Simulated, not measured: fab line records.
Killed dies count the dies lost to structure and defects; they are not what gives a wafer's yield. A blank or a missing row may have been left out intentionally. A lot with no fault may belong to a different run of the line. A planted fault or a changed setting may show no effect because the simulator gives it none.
Chamber matching | flow nandHarc | 4 sister chambers for NHARC_THIN_TSV_DESCUM_14 on rieDiel-09
The step chemistry O2, time 3 s. 18 wafers are shown with their chamber, then 9 later ones without.

## WAFERS PAIRED WITH THEIR CHAMBERS
wafer  | chamber | showerheadPlenumPTorr (Torr) | drypumpMotorCurrentA (A) | oesProductAu (a.u.)
L325.1 | 3       | 1.94                         | 6.0                      | 1.011
L325.3 | 0       | 2.01                         | 6.2                      | 1.001
L325.6 | 0       | 2.02                         | 6.2                      | 1.010
L330.1 | 2       | 1.80                         | 5.2                      | 0.992
L330.4 | 1       | 2.04                         | 6.1                      | 0.986
L330.6 | 0       | 2.01                         | 6.2                      | 1.007
L329.1 | 1       | 2.04                         | 6.1                      | 0.999
L329.4 | 0       | 2.01                         | 6.2                      | 1.013
L329.6 | 2       | 1.80                         | 5.2                      | 0.994
L332.1 | 3       | 1.94                         | 6.0                      | 1.002
L332.3 | 2       | 1.80                         | 5.2                      | 0.981
L332.4 | 0       | 2.01                         | 6.2                      | 1.007
L331.2 | 0       | 2.01                         | 6.2                      | 1.004
L331.4 | 2       | 1.80                         | 5.3                      | 0.996
L331.6 | 3       | 1.94                         | 6.0                      | 1.002
L336.3 | 2       | 1.80                         | 5.3                      | 0.995
L336.4 | 0       | 2.01                         | 6.2                      | 1.007
L336.5 | 2       | 1.80                         | 5.3                      | 1.008

SIGNATURES (means of the wafers above)
reading               | chamber 0 | chamber 1 | chamber 2 | chamber 3 | scatter within a chamber
showerheadPlenumPTorr | 2.0114    | 2.0400    | 1.8000    | 1.9400    | 0.00247
drypumpMotorCurrentA  | 6.200     | 6.100     | 5.250     | 6.000     | 0.0327
oesProductAu          | 1.00700   | 0.99250   | 0.99433   | 1.00500   | 0.00656
Rule: for each reading, subtract the chamber's mean from the wafer's reading, divide by that reading's scatter and square the result; add these up over the readings and take the root, which gives the wafer's distance from the chamber. If the next closest chamber is less than 2 further off than the closest, the wafer can't be placed; otherwise it belongs to the closest. The scatter: take each reading less its chamber's mean, square it, sum over the shown wafers, divide by the number of wafers less the number of chambers, and take the root.

## WAFERS WITHOUT THEIR CHAMBER
wafer  | showerheadPlenumPTorr (Torr) | drypumpMotorCurrentA (A) | oesProductAu (a.u.)
L334.1 | 1.80                         | 5.3                      | 0.990
L334.3 | 2.01                         | 6.2                      | 1.003
L334.6 | 1.94                         | 6.0                      | 1.015
L338.1 | 1.80                         | 5.2                      | 1.010
L338.2 | 2.03                         | 6.1                      | 0.989
L338.6 | 1.94                         | 6.0                      | 1.007
L346.1 | 2.03                         | 6.1                      | 0.992
L346.2 | 2.01                         | 6.2                      | 1.000
L346.6 | 1.94                         | 6.0                      | 1.001

## THE CHAMBER EACH PASSED THROUGH
wafer  | from the rows above | in truth
L334.1 | 2                   | 2
L334.3 | 0                   | 0
L334.6 | 3                   | 3
L338.1 | 2                   | 2
L338.2 | 1                   | 1
L338.6 | 3                   | 3
L346.1 | 1                   | 1
L346.2 | 0                   | 0
L346.6 | 3                   | 3
Correct placement for 9 of the 9. Number that these rows cannot place: 0. Placed wrongly: 0.
